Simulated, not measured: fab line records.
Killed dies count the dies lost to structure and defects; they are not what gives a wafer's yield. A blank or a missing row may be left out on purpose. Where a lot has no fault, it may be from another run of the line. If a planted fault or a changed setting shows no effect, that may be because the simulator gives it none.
fab line records ; flow n5_finfet
[record] lots = 7; wafers = 39
route steps=1938 shown BEOL_M10@1533 BEOL_M15@1773
start_h: hours from the record's opening day to when the first of the lot's shown wafers began ; wait_h: hours from the lot's prior step to this one ; " repeats the value in the row above ; L1.1+2: a row that stands for several wafers ; - no value, or no start was given ; * or withheld: withheld ; < > ~ a bound
route shown NAME@n: names a module that has steps shown in the file, with the first one's number in the route ; usual: average and standard deviation across the fault-free wafers ; same: alike in all rows ; chamber/n: place in a boat ; sites: readings site by site ; _std_site: the values' standard deviation ; _edge_site: the outer-site mean with the inner-site mean subtracted ; radius_mm: for every site, how far away it sits from the centre of the wafer ; mask NAME#n: copy n ; behind: the tool/chamber that last shaped the wafer ; hold: reason for holding the lot/hours on hold/outcome of the hold ; device: which transistor (n, p or np) failed to switch ; end of line: tests run on the same wafers once the route is complete ; a step given without rows: its recipe and nothing more ; killed: dies lost to structure and defects at the first sort, not the wafer's yield ; map: a wafer's dies, marking killed ones x, the rest . and places with no die _
set.NAME: the run value of the setting; set.NAME@STEP: its run value at that earlier step ; model.NAME: the simulator's own value behind a step, which no gauge read
lots where settings were altered on purpose, with a table for each step and a row for each wafer
[[steps]]
[step N5_BEOL_M10_DEP_56]
[recipe] material = SiCN; target_thk_a = 150; temp_c = withheld; precursor = 3MS/NH3; pressure_torr = 3; rf_w = 202; time_s = 26.5
lot.wafer;tool;chamber;start_h;wait_h;set.target_thk_a;model.SiCN_of_BEOL_M10_DEP_56.thk_nm
L074.1;pecvd-03;2;219.71;0.0;76.68;7.6
L074.2+3;pecvd-03;0,1;219.71;0.0;150;15
L074.4;pecvd-03;0;219.71;0.0;76.68;8
L074.5;pecvd-03;2;219.71;0.0;76.68;7.8
L074.6;pecvd-03;1;219.71;0.0;150;15.6
L076.1;pecvd-04;0;225.56;0.0;150;14.8
L076.2+3+4+6;pecvd-04;1,0,1,0;225.56;0.0;150;15
L076.5;pecvd-04;1;225.56;0.0;150;15.2
L078.1;pecvd-04;0;250.86;0.0;150;14.8
L078.2;pecvd-04;1;250.86;0.0;60.34;6
L078.3;pecvd-04;2;250.86;0.0;150;15.2
L078.4;pecvd-04;0;250.86;0.0;60.34;5.8
L078.5;pecvd-04;1;250.86;0.0;150;15
L078.6;pecvd-04;2;250.86;0.0;60.34;6.2
L079.1+6;pecvd-03;1;256.72;0.0;118.5;11.6
L079.2+3;pecvd-03;2,0;256.72;0.0;150;14.8
L079.4;pecvd-03;0;256.72;0.0;118.5;11.8
L079.5;pecvd-03;2;256.72;0.0;150;15
L091.1;pecvd-01;2;317.82;0.0;223;21.8
L091.2;pecvd-01;1;317.82;0.0;150;14.6
L091.3;pecvd-01;0;317.82;0.0;223;22.2
L091.4+6;pecvd-01;0,1;317.82;0.0;150;15.2
L091.5;pecvd-01;2;317.82;0.0;223;22.4
L094.1+2;pecvd-03;0,1;348.17;0.0;85.77;8.6
L094.3;pecvd-03;2;348.17;0.0;150;14.8
L094.4;pecvd-03;2;348.17;0.0;150;15
L094.5;pecvd-03;1;348.17;0.0;85.77;8.8
L094.6;pecvd-03;0;348.17;0.0;150;15.4
L097.2+3;pecvd-04;1,0;353.50;0.0;150;15
L097.5;pecvd-04;2;353.50;0.0;150;15.2
[step N5_BEOL_M15_ILD_DEP_00]
[recipe] material = SiO2; target_thk_a = 16293; temp_c = 400; precursor = TEOS/O2; pressure_torr = 6.5; rf_w = 900; teos_flow_sccm = 161.4; gas = O2; flow_sccm = 2650; time_s = 346.1
lot.wafer;tool;chamber;start_h;wait_h;set.time_s;model.SiO2_of_BEOL_M15_ILD_DEP_00.thk_nm
L074.1+6;pecvd-01;1;244.16;0.0;346.1;1632
L074.2;pecvd-01;0;244.16;0.0;486.6;2271
L074.3;pecvd-01;2;244.16;0.0;486.6;2266
L074.4;pecvd-01;2;244.16;0.0;486.6;2324
L074.5;pecvd-01;0;244.16;0.0;346.1;1641
L076.1;pecvd-04;0;249.37;0.0;346.1;1605
L076.2;pecvd-04;2;249.37;0.0;478.8;2223
L076.3;pecvd-04;1;249.37;0.0;346.1;1622
L076.4;pecvd-04;1;249.37;0.0;346.1;1639
L076.5;pecvd-04;2;249.37;0.0;478.8;2266
L076.6;pecvd-04;0;249.37;0.0;478.8;2268
L078.1;pecvd-01;0;273.58;0.0;346.1;1612
L078.2;pecvd-01;1;273.58;0.0;516.3;2400
L078.3;pecvd-01;2;273.58;0.0;346.1;1626
L078.4;pecvd-01;2;273.58;0.0;516.3;2463
L078.5;pecvd-01;0;273.58;0.0;516.3;2444
L078.6;pecvd-01;1;273.58;0.0;346.1;1647
L079.1;pecvd-04;2;281.08;0.0;406.2;1904
L079.2;pecvd-04;0;281.08;0.0;406.2;1880
L079.3;pecvd-04;1;281.08;0.0;406.2;1909
L079.4;pecvd-04;1;281.08;0.0;346.1;1633
L079.5;pecvd-04;0;281.08;0.0;346.1;1655
L079.6;pecvd-04;2;281.08;0.0;346.1;1642
L091.1;pecvd-04;1;344.78;0.0;346.1;1597
L091.2;pecvd-04;0;344.78;0.0;346.1;1613
L091.3;pecvd-04;2;344.78;0.0;346.1;1628
L091.4+6;pecvd-04;2,1;344.78;0.0;346.1;1643
L091.5;pecvd-04;0;344.78;0.0;346.1;1636
L094.1;pecvd-02;2;370.27;0.0;287.4;1358
L094.2;pecvd-02;1;370.27;0.0;346.1;1605
L094.3;pecvd-02;0;370.27;0.0;287.4;1338
L094.4;pecvd-02;1;370.27;0.0;346.1;1619
L094.5;pecvd-02;2;370.27;0.0;346.1;1639
L094.6;pecvd-02;0;370.27;0.0;287.4;1371
L097.2;pecvd-04;2;381.89;0.0;346.1;1659
L097.3;pecvd-04;0;381.89;0.0;346.1;1631
L097.5;pecvd-04;0;381.89;0.0;346.1;1674
[step N5_BEOL_M15_THK_MEAS_01]
[recipe] reads = SiO2_of_BEOL_M15_ILD_DEP_00
[usual] M15_ILD_THK = 1632/18
lot.wafer;tool;chamber;start_h;wait_h;set.time_s@BEOL_M15_ILD_DEP_00;M15_ILD_THK[nm]
L074.1;film_metro-02;-;244.41;0.1;346.1;1632
L074.2;film_metro-02;-;244.41;0.1;486.6;2270
L074.3;film_metro-02;-;244.41;0.1;486.6;2265
L074.4;film_metro-02;-;244.41;0.1;486.6;2324
L074.5;film_metro-02;-;244.41;0.1;346.1;1640
L074.6;film_metro-02;-;244.41;0.1;346.1;1632
L076.1;film_metro-01;-;249.62;0.1;346.1;1604
L076.2;film_metro-01;-;249.62;0.1;478.8;2223
L076.3;film_metro-01;-;249.62;0.1;346.1;1622
L076.4;film_metro-01;-;249.62;0.1;346.1;1638
L076.5;film_metro-01;-;249.62;0.1;478.8;2265
L076.6;film_metro-01;-;249.62;0.1;478.8;2266
L078.1;film_metro-02;-;273.83;0.1;346.1;1613
L078.2;film_metro-02;-;273.83;0.1;516.3;2399
L078.3;film_metro-02;-;273.83;0.1;346.1;1624
L078.4;film_metro-02;-;273.83;0.1;516.3;2462
L078.5;film_metro-02;-;273.83;0.1;516.3;2444
L078.6;film_metro-02;-;273.83;0.1;346.1;1646
L079.1;film_metro-01;-;281.33;0.1;406.2;1903
L079.2;film_metro-01;-;281.33;0.1;406.2;1881
L079.3;film_metro-01;-;281.33;0.1;406.2;1908
L079.4;film_metro-01;-;281.33;0.1;346.1;1633
L079.5;film_metro-01;-;281.33;0.1;346.1;1654
L079.6;film_metro-01;-;281.33;0.1;346.1;1642
L091.1;film_metro-01;-;345.03;0.1;346.1;1596
L091.2;film_metro-01;-;345.03;0.1;346.1;1612
L091.3;film_metro-01;-;345.03;0.1;346.1;1627
L091.4;film_metro-01;-;345.03;0.1;346.1;1642
L091.5;film_metro-01;-;345.03;0.1;346.1;1635
L091.6;film_metro-01;-;345.03;0.1;346.1;1644
L094.1;film_metro-02;-;370.52;0.1;287.4;1357
L094.2;film_metro-02;-;370.52;0.1;346.1;1604
L094.3;film_metro-02;-;370.52;0.1;287.4;1338
L094.4;film_metro-02;-;370.52;0.1;346.1;1621
L094.5;film_metro-02;-;370.52;0.1;346.1;1638
L094.6;film_metro-02;-;370.52;0.1;287.4;1371
L097.2;film_metro-02;-;382.14;0.1;346.1;1659
L097.3;film_metro-02;-;382.14;0.1;346.1;1631
L097.5;film_metro-02;-;382.14;0.1;346.1;1673
[step N5_BEOL_M15_COAT_58]
[recipe] resist = BARC; temp_c = 205; time_s = 60; spin_rpm = 1500; resist_thk_nm = 89
[step N5_BEOL_M15_COAT_04]
[recipe] spin_rpm = 1704; resist_thk_nm = 800
[step N5_BEOL_M15_DESCUM_15]
[recipe] chemistry = O2; time_s = 7.9; source_power_w = 50; bias_power_w = 20; pressure_mtorr = 20; rf_frequency_hz = 2.712e+07; temp_c = 40; o2_flow_sccm = 225
[step N5_BEOL_M15_ETCH_59]
[recipe] chemistry = N2/H2; target = BARC; target_depth_a = 890; overetch_a = 267; time_s = 67.9; ion_energy_ev = 200; pressure_mtorr = 30; source_w = 840; bias_w = 150; n2_flow_sccm = 200; h2_flow_sccm = 200
[step N5_BEOL_M15_VIA_ETCH_16]
[recipe] chemistry = C4F8/O2/Ar; target = SiO2; he_inner_torr = 15; he_outer_torr = 30; target_depth_a = 17922; time_s = withheld; ion_energy_ev = 800; pressure_mtorr = 20; source_w = 1905; bias_w = 2040; Ar_flow_sccm = 400; C4F8_flow_sccm = 16; O2_flow_sccm = 12; ends = cleared
lot.wafer;tool;chamber;start_h;wait_h;set.time_s@BEOL_M15_ILD_DEP_00;model.etch.depth_nm;model.coat_of_BEOL_M15_COAT_04.thk_nm
L074.1;rie_diel-01;0;245.01;0.0;*;1632;333.6
L074.2;rie_diel-01;1;245.01;0.0;*;2271;183.2
L074.3;rie_diel-01;2;245.01;0.0;*;2266;184
L074.4;rie_diel-01;3;245.01;0.0;*;2324;172
L074.5;rie_diel-01;0;245.01;0.0;*;1641;331.2
L074.6;rie_diel-01;1;245.01;0.0;*;1632;334.2
L076.1;rie_diel-03;0;250.28;0.0;*;1605;338.8
L076.2;rie_diel-03;3;250.28;0.0;*;2223;195
L076.3;rie_diel-03;1;250.28;0.0;*;1622;336
L076.4;rie_diel-03;3;250.28;0.0;*;1639;333.4
L076.5;rie_diel-03;1;250.28;0.0;*;2266;181.2
L076.6;rie_diel-03;0;250.28;0.0;*;2268;181.4
L078.1;rie_diel-03;3;274.30;0.0;*;1612;339
L078.2;rie_diel-03;1;274.30;0.0;*;2400;150.8
L078.3;rie_diel-03;0;274.30;0.0;*;1626;335
L078.4;rie_diel-03;3;274.30;0.0;*;2463;138.8
L078.5;rie_diel-03;1;274.30;0.0;*;2444;138.6
L078.6;rie_diel-03;0;274.30;0.0;*;1647;330.4
L079.1;rie_diel-03;2;282.90;0.0;*;1904;263.6
L079.2;rie_diel-03;3;282.90;0.0;*;1880;272.8
L079.3;rie_diel-03;0;282.90;0.0;*;1909;268
L079.4;rie_diel-03;1;282.90;0.0;*;1633;330.8
L079.5;rie_diel-03;0;282.90;0.0;*;1655;326.6
L079.6;rie_diel-03;1;282.90;0.0;*;1642;329
L091.1;rie_diel-03;1;345.93;0.0;*;1597;340.4
L091.2;rie_diel-03;3;345.93;0.0;*;1613;339
L091.3;rie_diel-03;2;345.93;0.0;*;1628;330.4
L091.4;rie_diel-03;0;345.93;0.0;*;1643;329.2
L091.5;rie_diel-03;3;345.93;0.0;*;1636;335.6
L091.6;rie_diel-03;2;345.93;0.0;*;1643;327.6
L094.1;rie_diel-05;2;371.15;0.0;*;1358;394.4
L094.2;rie_diel-05;1;371.15;0.0;*;1605;339
L094.3;rie_diel-05;0;371.15;0.0;*;1338;402.4
L094.4;rie_diel-05;0;371.15;0.0;*;1619;332.2
L094.5;rie_diel-05;1;371.15;0.0;*;1639;329.2
L094.6;rie_diel-05;2;371.15;0.0;*;1371;394.6
L097.2;rie_diel-01;0;382.75;0.0;*;1659;322.6
L097.3;rie_diel-01;1;382.75;0.0;*;1631;329
L097.5;rie_diel-01;2;382.75;0.0;*;1674;320
[step N5_BEOL_M15_STRIP_63]
[recipe] chemistry = O2; power_w = 600; temp_c = 60; pressure_mtorr = 30; rf_frequency_hz = 6e+07; bias_power_w = 0; overash_fraction = 0.3; o2_flow_sccm = 225
[step N5_BEOL_M15_STRIP_64]
[recipe] chemistry = O2; power_w = 600; temp_c = 60; pressure_mtorr = 30; rf_frequency_hz = 6e+07; bias_power_w = 0; overash_fraction = 0.3; o2_flow_sccm = 225
[step N5_BEOL_M15_STRIP_65]
[recipe] chemistry = post_etch_residue_remover; time_s = 60; temp_c = 25; remover_ph = withheld; remover_water_wt_pct = withheld; remover_fluoride_wt_pct = withheld
[step N5_BEOL_M15_SRD_66]
[recipe] time_s = 30; temp_c = 23; rinse_liquid = diw; dry = n2_spin; spin_rpm = 1500; dry_time_s = 30
[step N5_BEOL_M15_CD_MEAS_17]
[recipe] target_cd_nm = 360; polarity = opening
[usual] cd_nm = 361.1/1.4
lot.wafer;tool;chamber;start_h;wait_h;set.time_s@BEOL_M15_ILD_DEP_00;cd_nm
L074.1;cd_sem-02;-;245.42;0.0;346.1;358.5
L074.2;cd_sem-02;-;245.42;0.0;486.6;365.8
L074.3;cd_sem-02;-;245.42;0.0;486.6;367.1
L074.4;cd_sem-02;-;245.42;0.0;486.6;366.7
L074.5;cd_sem-02;-;245.42;0.0;346.1;359.9
L074.6;cd_sem-02;-;245.42;0.0;346.1;360.2
L076.1;cd_sem-02;-;250.70;0.0;346.1;361.4
L076.2;cd_sem-02;-;250.70;0.0;478.8;365.9
L076.3;cd_sem-02;-;250.70;0.0;346.1;360.4
L076.4;cd_sem-02;-;250.70;0.0;346.1;359.6
L076.5;cd_sem-02;-;250.70;0.0;478.8;366.3
L076.6;cd_sem-02;-;250.70;0.0;478.8;366.1
L078.1;cd_sem-02;-;274.75;0.0;346.1;361.7
L078.2;cd_sem-02;-;274.75;0.0;516.3;370.5
L078.3;cd_sem-02;-;274.75;0.0;346.1;363.1
L078.4;cd_sem-02;-;274.75;0.0;516.3;369.8
L078.5;cd_sem-02;-;274.75;0.0;516.3;367.7
L078.6;cd_sem-02;-;274.75;0.0;346.1;360.8
L079.1;cd_sem-02;-;283.31;0.0;406.2;363.4
L079.2;cd_sem-02;-;283.31;0.0;406.2;361.0
L079.3;cd_sem-02;-;283.31;0.0;406.2;362.2
L079.4;cd_sem-02;-;283.31;0.0;346.1;359.3
L079.5;cd_sem-02;-;283.31;0.0;346.1;359.3
L079.6;cd_sem-02;-;283.31;0.0;346.1;358.4
L091.1;cd_sem-01;-;346.34;0.0;346.1;362.6
L091.2;cd_sem-01;-;346.34;0.0;346.1;359.9
L091.3;cd_sem-01;-;346.34;0.0;346.1;359.8
L091.4;cd_sem-01;-;346.34;0.0;346.1;359.0
L091.5;cd_sem-01;-;346.34;0.0;346.1;360.9
L091.6;cd_sem-01;-;346.34;0.0;346.1;358.6
L094.1;cd_sem-01;-;371.56;0.0;287.4;358.8
L094.2;cd_sem-01;-;371.56;0.0;346.1;359.6
L094.3;cd_sem-01;-;371.56;0.0;287.4;358.2
L094.4;cd_sem-01;-;371.56;0.0;346.1;361.8
L094.5;cd_sem-01;-;371.56;0.0;346.1;360.9
L094.6;cd_sem-01;-;371.56;0.0;287.4;360.1
L097.2;cd_sem-01;-;383.16;0.0;346.1;359.9
L097.3;cd_sem-01;-;383.16;0.0;346.1;361.6
L097.5;cd_sem-01;-;383.16;0.0;346.1;361.1
[[key]]
[split] step = N5_BEOL_M10_DEP_56; setting = target_thk_a; stated = 150; by = wafer
[response] step = N5_BEOL_M10_DEP_56; reading = model.SiCN_of_BEOL_M10_DEP_56.thk_nm; change = +0.15; per = 1%; r = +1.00
[split] step = N5_BEOL_M15_ILD_DEP_00; setting = time_s; stated = 346.1; by = wafer
[response] step = N5_BEOL_M15_ILD_DEP_00; reading = model.SiO2_of_BEOL_M15_ILD_DEP_00.thk_nm; change = +16.2; per = 1%; r = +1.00
[response] step = N5_BEOL_M15_THK_MEAS_01; reading = M15_ILD_THK; change = +16.2; per = 1%; r = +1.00
[response] step = N5_BEOL_M15_VIA_ETCH_16; reading = model.etch.depth_nm; change = +16.2; per = 1%; r = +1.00
[response] step = N5_BEOL_M15_VIA_ETCH_16; reading = model.coat_of_BEOL_M15_COAT_04.thk_nm; change = -3.85; per = 1%; r = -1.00
[response] step = N5_BEOL_M15_CD_MEAS_17; reading = cd_nm; change = +0.155; per = 1%; r = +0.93
